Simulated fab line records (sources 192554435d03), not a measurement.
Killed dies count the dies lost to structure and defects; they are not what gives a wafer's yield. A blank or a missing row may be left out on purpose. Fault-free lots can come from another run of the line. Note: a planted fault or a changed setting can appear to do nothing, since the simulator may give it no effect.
fab line records -- flow n5_finfet
record: lots: 11, wafers: 32, last_day: 17
route steps=1938 shown BEOL_M9@1469 BEOL_M10@1486 PASSIVATION@1936
lots that met no fault: taken from a fault-free run of the same line
start_h: the number of hours between the record's first day and the start of the first shown wafer of the lot -- wait_h: hours elapsed since this lot's preceding step -- " as in the row above -- L1.1+2: a row that stands for several wafers -- - no value, or no start given -- * or withheld: withheld -- < > ~ a bound
route shown NAME@n: names a module that has steps shown in the file, with the first one's number in the route -- usual: mean/standard deviation taken from wafers without a fault -- same: alike in all rows -- chamber/n: place in a boat -- sites: readings site by site -- _std_site: standard deviation of those values -- _edge_site: the outer-site mean with the inner-site mean subtracted -- radius_mm: for every site, how far away it sits from the centre of the wafer -- mask NAME#n: copy n -- behind: the last tool/chamber to shape the wafer -- hold: why the lot went on hold/how many hours it stayed there/how the hold came to an end -- device: the n, p or np transistor that did not switch -- end of line: at the end of the route, the tests of the same wafers -- a step with no rows: only its recipe -- killed: count of dies lost to structure and defects at first sort (not the wafer's yield) -- map: a wafer's dies, x killed, . not, _ none there
set.NAME: the setting the step ran with; set.NAME@STEP: the setting that earlier step ran with -- model.NAME: the simulator's own value behind a step, which no gauge read
the route's steps for a sample of lots (tables are steps, rows are wafers)
services: when a tool's chamber went out of use (start_h, in hours from the record's first day, below 0 if earlier), for how many hours, and the reason
== steps ==
step: N5_BEOL_M9_INSPECT_58
recipe: inspect_instrument: darkfield, mode: post_dep
usual: raw_defect_count: 68/24
lot.wafer,tool,chamber,start_h,wait_h,raw_defect_count
L796.2,defect_inspect-01,-,210.19,0.0,75
L796.4,defect_inspect-01,-,210.19,0.0,47
L796.6,defect_inspect-01,-,210.19,0.0,53
L799.1,defect_inspect-02,-,222.76,0.0,42
L799.2,defect_inspect-02,-,222.76,0.0,49
L799.6,defect_inspect-02,-,222.76,0.0,31
L797.2,defect_inspect-01,-,226.24,0.0,95
L797.5,defect_inspect-01,-,226.24,0.0,82
L797.6,defect_inspect-01,-,226.24,0.0,117
L801.1,defect_inspect-02,-,233.38,0.0,79
L801.3,defect_inspect-02,-,233.38,0.0,73
L801.5,defect_inspect-02,-,233.38,0.0,76
L800.1,defect_inspect-01,-,240.60,0.0,28
L800.4,defect_inspect-01,-,240.60,0.0,48
L800.5,defect_inspect-01,-,240.60,0.0,44
L803.1,defect_inspect-02,-,258.70,0.0,102
L803.2,defect_inspect-02,-,258.70,0.0,48
L803.6,defect_inspect-02,-,258.70,0.0,108
L802.2,defect_inspect-02,-,261.44,0.0,50
L802.4,defect_inspect-02,-,261.44,0.0,104
L802.6,defect_inspect-02,-,261.44,0.0,62
L806.1,defect_inspect-01,-,276.14,0.0,59
L806.6,defect_inspect-01,-,276.14,0.0,49
L813.2,defect_inspect-01,-,326.01,0.0,62
L813.3,defect_inspect-01,-,326.01,0.0,80
L813.5,defect_inspect-01,-,326.01,0.0,47
L818.1,defect_inspect-01,-,350.23,0.0,49
L818.2,defect_inspect-01,-,350.23,0.0,73
L818.6,defect_inspect-01,-,350.23,0.0,56
L817.3,defect_inspect-01,-,350.90,0.0,54
L817.5,defect_inspect-01,-,350.90,0.0,72
L817.6,defect_inspect-01,-,350.90,0.0,89
step: N5_BEOL_M10_DESCUM_16
recipe: chemistry: O2, time_s: 7.9, source_power_w: 50, bias_power_w: 20, pressure_mtorr: 20, rf_frequency_hz: 2.712e+07, temp_c: 40, resist: CAR-ArF, o2_flow_sccm: 225
usual: drypump_motor_current_A: 5.3/0.53, oes_product_au: 0.80/0.11, rf_vpp_V: 243.0/1.4, showerhead_plenum_p_Torr: 2.08/0.077, throttle_valve_pct: 20.38/0.22
lot.wafer,tool,chamber,start_h,wait_h,drypump_motor_current_A,oes_product_au,rf_hours_counter_h,rf_vpp_V,showerhead_plenum_p_Torr,throttle_valve_pct
L796.2,rie_diel-04,3,211.85,0.0,4.9,0.69,216,245.2,2.14,20.65
L796.4,rie_diel-04,0,211.85,0.0,5.5,0.98,3,242.2,2.03,20.28
L796.6,rie_diel-04,0,211.85,0.0,5.4,0.99,-,243.3,2.03,20.31
L799.1,rie_diel-01,3,225.75,0.0,4.9,0.97,6,242.0,2.07,20.11
L799.2,rie_diel-01,1,225.75,0.0,4.7,0.70,217,242.8,2.15,20.59
L799.6,rie_diel-01,0,225.75,0.0,4.9,0.89,-,242.1,2.04,20.26
L797.2,rie_diel-01,1,228.53,0.1,4.7,0.72,218,244.9,2.15,20.57
L797.5,rie_diel-01,2,228.53,0.1,6.3,1.02,-,242.5,2.04,20.10
L797.6,rie_diel-01,1,228.53,0.1,4.7,0.72,-,243.0,2.15,20.57
L801.1,rie_diel-04,1,234.99,0.0,5.4,0.91,24,244.0,2.24,20.31
L801.3,rie_diel-04,2,234.99,0.0,5.3,0.69,218,242.6,2.02,20.51
L801.5,rie_diel-04,3,234.99,0.0,4.8,0.68,-,244.2,2.14,20.67
L800.1,rie_diel-01,0,243.27,0.4,4.9,0.89,37,243.5,2.04,20.28
L800.4,rie_diel-01,3,243.27,0.4,4.8,0.94,13,243.2,2.07,20.14
L800.5,rie_diel-01,1,243.27,0.4,4.7,0.71,-,243.1,2.15,20.58
L803.1,rie_diel-04,2,261.88,0.2,5.3,0.69,226,241.6,2.02,20.53
L803.2,rie_diel-04,3,261.88,0.2,4.9,0.67,234,242.7,2.14,20.68
L803.6,rie_diel-04,0,261.88,0.2,5.4,0.93,-,242.7,2.02,20.32
L802.2,rie_diel-04,1,263.61,0.3,5.4,0.90,32,245.6,2.24,20.32
L802.4,rie_diel-04,3,263.61,0.3,4.8,0.68,234,244.9,2.13,20.68
L802.6,rie_diel-04,2,263.61,0.3,5.3,0.68,-,241.4,2.02,20.52
L806.1,rie_diel-04,3,279.60,0.2,4.8,0.67,240,244.8,2.13,20.70
L806.6,rie_diel-04,3,279.60,0.2,4.9,0.67,-,244.1,2.13,20.69
L813.2,rie_diel-04,1,327.75,0.0,5.4,0.85,59,245.4,2.23,20.37
L813.3,rie_diel-04,3,327.75,0.0,4.9,0.96,3,244.2,2.13,20.25
L813.5,rie_diel-04,3,327.75,0.0,4.8,0.97,-,244.2,2.13,20.24
L818.1,rie_diel-04,1,351.58,0.0,5.3,0.83,70,243.1,2.23,20.38
L818.2,rie_diel-04,0,351.58,0.0,5.5,0.86,56,242.1,2.01,20.38
L818.6,rie_diel-04,2,351.58,0.0,5.3,0.94,-,245.2,2.28,20.03
L817.3,rie_diel-05,3,353.58,0.1,4.9,0.69,248,239.7,1.99,20.72
L817.5,rie_diel-05,2,353.58,0.1,5.2,0.78,-,244.3,2.11,20.17
L817.6,rie_diel-05,1,353.58,0.1,6.4,0.70,-,241.1,1.98,20.52
step: N5_BEOL_M10_CD_MEAS_18
recipe: pitch_nm: 140, target_cd_nm: 70
usual: cd_nm: 70.4/0.84
lot.wafer,tool,chamber,start_h,wait_h,cd_nm
L796.2,cd_sem-02,-,212.34,0.1,69.9
L796.4,cd_sem-02,-,212.34,0.1,70.9
L796.6,cd_sem-02,-,212.34,0.1,71.4
L799.1,cd_sem-02,-,226.21,0.0,70.3
L799.2,cd_sem-02,-,226.21,0.0,71.2
L799.6,cd_sem-02,-,226.21,0.0,69.9
L797.2,cd_sem-03,-,229.20,0.1,71.3
L797.5,cd_sem-03,-,229.20,0.1,70.7
L797.6,cd_sem-03,-,229.20,0.1,72.2
L801.1,cd_sem-03,-,235.47,0.0,69.4
L801.3,cd_sem-03,-,235.47,0.0,70.8
L801.5,cd_sem-03,-,235.47,0.0,70.3
L800.1,cd_sem-03,-,243.85,0.0,70.6
L800.4,cd_sem-03,-,243.85,0.0,70.2
L800.5,cd_sem-03,-,243.85,0.0,71.1
L803.1,cd_sem-01,-,262.53,0.0,69.0
L803.2,cd_sem-01,-,262.53,0.0,69.2
L803.6,cd_sem-01,-,262.53,0.0,70.4
L802.2,cd_sem-02,-,264.06,0.1,70.4
L802.4,cd_sem-02,-,264.06,0.1,70.0
L802.6,cd_sem-02,-,264.06,0.1,71.2
L806.1,cd_sem-01,-,280.11,0.0,70.5
L806.6,cd_sem-01,-,280.11,0.0,69.2
L813.2,cd_sem-01,-,328.20,0.1,70.2
L813.3,cd_sem-01,-,328.20,0.1,71.1
L813.5,cd_sem-01,-,328.20,0.1,71.1
L818.1,cd_sem-01,-,352.03,0.0,69.0
L818.2,cd_sem-01,-,352.03,0.0,70.3
L818.6,cd_sem-01,-,352.03,0.0,70.4
L817.3,cd_sem-03,-,354.03,0.1,70.0
L817.5,cd_sem-03,-,354.03,0.1,70.7
L817.6,cd_sem-03,-,354.03,0.1,69.8
step: N5_BEOL_M10_COAT_63
recipe: resist: SOC, temp_c: 250, time_s: 60, spin_rpm: 1500, resist_thk_nm: 100
usual: exhaust_pa: 45.0/0.93, spin_speed_rpm: 1500.1/1.2
lot.wafer,tool,chamber,start_h,wait_h,exhaust_pa,spin_speed_rpm
L796.2,litho_track-01,0,212.65,0.3,45.7,1500.0
L796.4,litho_track-01,0,212.65,0.3,45.8,1501.9
L796.6,litho_track-01,0,212.65,0.3,45.1,1500.4
L799.1,litho_track-01,0,226.24,0.0,44.4,1500.0
L799.2,litho_track-01,0,226.24,0.0,44.9,1499.0
L799.6,litho_track-01,0,226.24,0.0,44.6,1502.3
L797.2,litho_track-02,0,229.24,0.0,45.4,1499.6
L797.5,litho_track-02,0,229.24,0.0,44.7,1498.7
L797.6,litho_track-02,0,229.24,0.0,43.3,1501.1
L801.1,litho_track-01,0,236.97,1.5,45.6,1501.4
L801.3,litho_track-01,0,236.97,1.5,45.1,1500.9
L801.5,litho_track-01,0,236.97,1.5,45.4,1501.6
L800.1,litho_track-01,0,246.07,2.2,43.6,1700.9
L800.4,litho_track-01,0,246.07,2.2,44.2,1697.7
L800.5,litho_track-01,0,246.07,2.2,44.6,1699.9
L803.1,litho_track-01,0,262.56,0.0,44.0,1698.4
L803.2,litho_track-01,0,262.56,0.0,45.2,1698.7
L803.6,litho_track-01,0,262.56,0.0,45.4,1699.4
L802.2,litho_track-01,0,264.40,0.3,44.5,1699.8
L802.4,litho_track-01,0,264.40,0.3,44.5,1699.8
L802.6,litho_track-01,0,264.40,0.3,43.9,1701.4
L806.1,litho_track-02,0,280.49,0.4,45.6,1501.0
L806.6,litho_track-02,0,280.49,0.4,44.7,1500.3
L813.2,litho_track-01,0,329.80,1.6,43.9,1500.2
L813.3,litho_track-01,0,329.80,1.6,43.0,1500.5
L813.5,litho_track-01,0,329.80,1.6,44.1,1500.5
L818.1,litho_track-01,0,352.25,0.2,44.6,1499.0
L818.2,litho_track-01,0,352.25,0.2,44.4,1499.9
L818.6,litho_track-01,0,352.25,0.2,45.0,1501.0
L817.3,litho_track-04,0,355.19,1.2,45.2,1500.0
L817.5,litho_track-04,0,355.19,1.2,44.7,1499.8
L817.6,litho_track-04,0,355.19,1.2,44.5,1499.4
step: N5_PASSIVATION_PROBE_49
usual: defect_limited_yield: 91.1/1.5, killed_at_M0_to_M3: 35/11, killed_at_M4_up: 13/5.7, killed_at_contacts: 12/5.7, killed_at_front_end: 40/11, killed_at_other: 4/4.4, killed_dies: 105/18, killed_open: 68/14, killed_short: 34/7.4, sort_bin_4_leakage: 0.00/0.011, sort_bin_5_function: 5.2/1, sort_bin_6_memory: 3.3/0.67, sort_bin_8_speed: 0.04/0.29, sort_n_pass: 1074/18, sort_yield_pct: 91.0/1.5
same: gross_dies: 1180, killed_at_back_side: 0
lot.wafer,tool,chamber,start_h,wait_h,defect_limited_yield[%],killed_at_M0_to_M3,killed_at_M4_up,killed_at_contacts,killed_at_front_end,killed_at_other,killed_dies,killed_open,killed_short,sort_bin_4_leakage[%],sort_bin_5_function[%],sort_bin_6_memory[%],sort_bin_8_speed[%],sort_n_pass,sort_yield_pct[%]
L799.1,prober-01,-,282.14,0.0,88.7,35,13,27,56,2,133,111,21,0,7.1,3.9,0,1047,88.7
L799.2,prober-01,-,282.19,0.1,89.4,34,20,19,49,3,125,80,42,0,5.3,4.7,0,1055,89.4
L799.6,prober-01,-,282.39,0.3,92.5,26,12,6,43,2,89,69,20,0,4.6,2.9,0,1091,92.5
L797.2,prober-01,-,282.71,0.1,90.8,50,10,8,36,4,108,66,40,0,5.0,3.6,0.08,1071,90.8
L797.5,prober-01,-,282.86,0.2,92.8,32,5,8,30,10,85,54,23,0,4.5,2.5,0,1095,92.8
L797.6,prober-01,-,282.91,0.3,91.4,47,10,13,32,0,102,69,32,0,5.1,3.1,0,1078,91.4
L801.1,prober-01,-,291.32,0.0,91.9,39,10,14,20,12,95,57,37,0,4.9,2.7,0.08,1084,91.9
L801.3,prober-01,-,291.42,0.1,89.5,31,26,16,45,6,124,84,39,0,6.2,4.0,0,1056,89.5
L801.5,prober-01,-,291.52,0.2,89.8,37,21,18,37,7,120,85,29,0,5.9,3.9,0,1060,89.8
L800.1,prober-02,-,296.05,0.0,91.6,36,9,6,37,11,99,49,40,0,5.6,2.5,0,1081,91.6
L800.4,prober-02,-,296.20,0.2,90.2,39,17,17,43,0,116,88,28,0,5.6,3.8,0,1064,90.2
L800.5,prober-02,-,296.25,0.2,91.4,41,15,6,32,8,102,64,28,0,5.5,3.1,0,1078,91.4
L806.1,prober-02,-,332.75,0.0,94.9,16,9,3,27,5,60,38,22,0,2.7,2.2,0.08,1119,94.8
L806.6,prober-02,-,333.00,0.3,94.2,11,15,12,30,1,69,46,22,0,3.1,2.6,0,1111,94.2
L818.1,prober-02,-,405.36,0.0,91.3,26,10,12,49,6,103,61,31,0,4.7,3.1,0,1077,91.3
L818.2,prober-02,-,405.41,0.1,92.5,41,5,16,27,0,89,68,21,0,4.5,3.0,0,1091,92.5
L818.6,prober-02,-,405.61,0.3,90.4,32,9,21,47,4,113,68,39,0,4.8,4.1,0,1067,90.4
killed by level:class
L799.1 MOL_CONTACT_COAG:geometric_particle:open=24 STI_FIN_REVEAL:geometric_particle:open=18 FIN_SAQP:geometric_particle:open=16 BEOL_M2:geometric_particle:open=10 BEOL_M1:geometric_particle:open=9 FIN_SAQP:geometric_particle:short=6 BEOL_M0_SAQP:geometric_particle:open=6 BEOL_M0_SAQP:geometric_particle:short=5
L799.2 MOL_CONTACT_COAG:geometric_particle:open=14 FIN_SAQP:geometric_particle:short=11 STI_FIN_REVEAL:geometric_particle:open=11 BEOL_M1:geometric_particle:open=10 BEOL_M0_SAQP:geometric_particle:open=7 BEOL_M4:geometric_particle:open=7 BEOL_M0_SAQP:geometric_particle:short=6 MOL_CONTACT_COAG:geometric_particle:short=5
L799.6 STI_FIN_REVEAL:geometric_particle:open=16 DUMMY_GATE:geometric_particle:open=7 BEOL_M0_SAQP:geometric_particle:open=7 FIN_SAQP:geometric_particle:open=6 MOL_CONTACT_COAG:geometric_particle:open=6 BEOL_M0_SAQP:geometric_particle:short=6 BEOL_M3:geometric_particle:open=5 STI_FIN_REVEAL:geometric_particle:short=4
L797.2 BEOL_M0_SAQP:geometric_particle:short=14 BEOL_M0_SAQP:geometric_particle:open=9 BEOL_M2:geometric_particle:open=9 STI_FIN_REVEAL:geometric_particle:open=7 FIN_SAQP:geometric_particle:open=6 MOL_CONTACT_COAG:geometric_particle:open=5 BEOL_M3:geometric_particle:open=5 FIN_SAQP:geometric_particle:short=4
L797.5 STI_FIN_REVEAL:geometric_particle:open=14 BEOL_M0_SAQP:geometric_particle:short=9 BEOL_M3:geometric_particle:open=7 MIM_TOP_ETCH:area_etch=7 MOL_CONTACT_COAG:geometric_particle:open=6 BEOL_M0_SAQP:geometric_particle:open=5 FIN_SAQP:geometric_particle:open=3 DUMMY_GATE:geometric_particle:open=3
L797.6 BEOL_M2:geometric_particle:open=15 FIN_SAQP:geometric_particle:short=14 BEOL_M3:geometric_particle:open=14 MOL_CONTACT_COAG:geometric_particle:open=13 BEOL_M0_SAQP:geometric_particle:short=9 STI_FIN_REVEAL:geometric_particle:open=7 BEOL_M0_SAQP:geometric_particle:open=3 BEOL_M6:geometric_particle:open=3
L801.1 BEOL_M0_SAQP:geometric_particle:short=12 MOL_CONTACT_COAG:geometric_particle:open=11 BEOL_M0_SAQP:geometric_particle:open=9 BEOL_M1:geometric_particle:open=8 STI_FIN_REVEAL:geometric_particle:open=5 PASS1_CAP:geometric_particle:short=3 DUMMY_GATE:geometric_particle:open=3 MOL_CONTACT_COAG:geometric_particle:short=3
L801.3 DUMMY_GATE:geometric_particle:open=10 MOL_CONTACT_COAG:geometric_particle:open=10 BEOL_M4:geometric_particle:open=10 FIN_SAQP:geometric_particle:open=7 BEOL_M3:geometric_particle:open=7 BEOL_M8:geometric_particle:open=7 FIN_SAQP:geometric_particle:short=6 STARTING-WAFER:geometric_particle:open=6
L801.5 MOL_CONTACT_COAG:geometric_particle:open=16 BEOL_M3:geometric_particle:open=10 BEOL_M1:geometric_particle:open=9 BEOL_M4:geometric_particle:open=9 FIN_SAQP:geometric_particle:open=4 DUMMY_GATE:geometric_particle:open=4 BEOL_M0_SAQP:geometric_particle:short=4 STARTING-WAFER:geometric_particle:open=4
L800.1 BEOL_M0_SAQP:geometric_particle:short=12 MIM_TOP_ETCH:area_etch=10 GATE_CUT:geometric_particle:short=9 BEOL_M0_SAQP:geometric_particle:open=9 BEOL_M3:geometric_particle:open=7 MOL_CONTACT_COAG:geometric_particle:open=5 FIN_SAQP:geometric_particle:open=4 BEOL_M0:geometric_particle:open=4
L800.4 MOL_CONTACT_COAG:geometric_particle:open=17 BEOL_M0_SAQP:geometric_particle:open=10 BEOL_M3:geometric_particle:open=10 FIN_SAQP:geometric_particle:open=9 BEOL_M4:geometric_particle:open=9 STI_FIN_REVEAL:geometric_particle:open=8 BEOL_M0:geometric_particle:open=7 GATE_CUT:geometric_particle:short=6
L800.5 BEOL_M3:geometric_particle:open=9 BEOL_M0_SAQP:geometric_particle:open=8 MIM_TOP_ETCH:area_etch=8 STI_FIN_REVEAL:geometric_particle:open=7 FIN_SAQP:geometric_particle:open=6 BEOL_M2:geometric_particle:open=6 STARTING-WAFER:geometric_particle:open=6 MOL_CONTACT_COAG:geometric_particle:open=5
L806.1 BEOL_M1:geometric_particle:open=8 FIN_SAQP:geometric_particle:short=7 FIN_SAQP:geometric_particle:open=5 BEOL_M4:geometric_particle:open=4 BEOL_M0_SAQP:geometric_particle:short=3 BEOL_M0_SAQP:geometric_particle:open=3 STARTING-WAFER:geometric_particle:open=3 STI_FIN_REVEAL:geometric_particle:open=2
L806.6 MOL_CONTACT_COAG:geometric_particle:open=10 BEOL_M4:geometric_particle:open=9 STI_FIN_REVEAL:geometric_particle:open=8 FIN_SAQP:geometric_particle:short=7 BEOL_M0_SAQP:geometric_particle:open=4 FIN_SAQP:geometric_particle:open=3 STI_FIN_REVEAL:geometric_particle:short=3 BEOL_M2:geometric_particle:open=3
L818.1 BEOL_M3:geometric_particle:open=13 STI_FIN_REVEAL:geometric_particle:open=12 FIN_SAQP:geometric_particle:open=8 FIN_SAQP:geometric_particle:short=8 MOL_CONTACT_COAG:geometric_particle:open=8 HKMG_FIN:area_etch=8 BEOL_M2:geometric_particle:open=5 GATE_CUT:geometric_particle:short=4
L818.2 BEOL_M3:geometric_particle:open=17 MOL_CONTACT_COAG:geometric_particle:open=10 FIN_SAQP:geometric_particle:open=8 MOL_CONTACT_COAG:geometric_particle:short=6 BEOL_M1:geometric_particle:open=6 STI_FIN_REVEAL:geometric_particle:open=5 BEOL_M2:geometric_particle:open=5 BEOL_M3:geometric_particle:short=5
L818.6 MOL_CONTACT_COAG:geometric_particle:open=14 BEOL_M3:geometric_particle:open=11 FIN_SAQP:geometric_particle:open=7 MOL_CONTACT_COAG:geometric_particle:short=7 BEOL_M2:geometric_particle:open=7 GATE_CUT:geometric_particle:short=6 GATE_CUT:geometric_particle:open=6 BEOL_M1:geometric_particle:open=6
== services ==
tool,chamber,start_h,hours,kind
rie_diel-01,3,197.18,-,clean
rie_diel-01,3,197.18,-,consumable_replace:focus_ring
rie_diel-01,3,197.18,15.6,scheduled_down
rie_diel-01,3,197.18,15.6,vent_cycle
rie_diel-01,2,212.78,-,clean
rie_diel-01,2,212.78,-,consumable_replace:focus_ring
rie_diel-01,2,212.78,15.4,scheduled_down
rie_diel-04,-,240.99,2.6,repair
rie_diel-05,1,254.24,8.0,repair
rie_diel-01,0,269.87,1.4,repair
rie_diel-05,-,282.41,10.9,repair
rie_diel-04,3,299.41,-,clean
rie_diel-04,3,299.41,-,consumable_replace:focus_ring
rie_diel-04,3,299.41,19.9,scheduled_down
rie_diel-04,3,299.41,19.9,vent_cycle
rie_diel-05,2,299.44,23.6,repair
rie_diel-05,1,319.97,6.9,repair
rie_diel-04,2,320.59,4.6,repair
rie_diel-04,2,325.46,-,clean
rie_diel-04,2,325.46,-,consumable_replace:focus_ring
rie_diel-04,2,325.46,-,consumable_replace:showerhead
rie_diel-04,2,325.46,17.0,scheduled_down
rie_diel-04,2,325.46,17.0,vent_cycle
rie_diel-01,1,350.04,2.2,repair
== key ==
first_sign: step: N5_BEOL_M10_COAT_63, reading: spin_speed_rpm, direction: up, sigmas: 99+, usual: *, struck: *
effect none on later readings
met_at N5_BEOL_M10_COAT_63
struck_lots L800,L802,L803
baseline_loss: step: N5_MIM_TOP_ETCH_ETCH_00, wafers: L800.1
baseline_loss: step: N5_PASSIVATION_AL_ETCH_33, wafers: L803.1
baseline_loss: step: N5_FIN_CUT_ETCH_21, wafers: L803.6
not_acting_at N5_BEOL_M9_INSPECT_58,N5_BEOL_M10_DESCUM_16,N5_BEOL_M10_CD_MEAS_18
onset_between 236.97 246.07
fault: kind: process_parameter_drift, tool: litho_track-01, chamber: -, onset_h: 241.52, steps: N5_BEOL_M10_COAT_63, channel: spin_rpm, offset: *, shape: step, end_h: 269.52, acts_in: *, stated: *
baseline_loss: these wafers lose ten dies or more at that step, a loss of the line's own and not of a fault; the sort's usual values leave them out
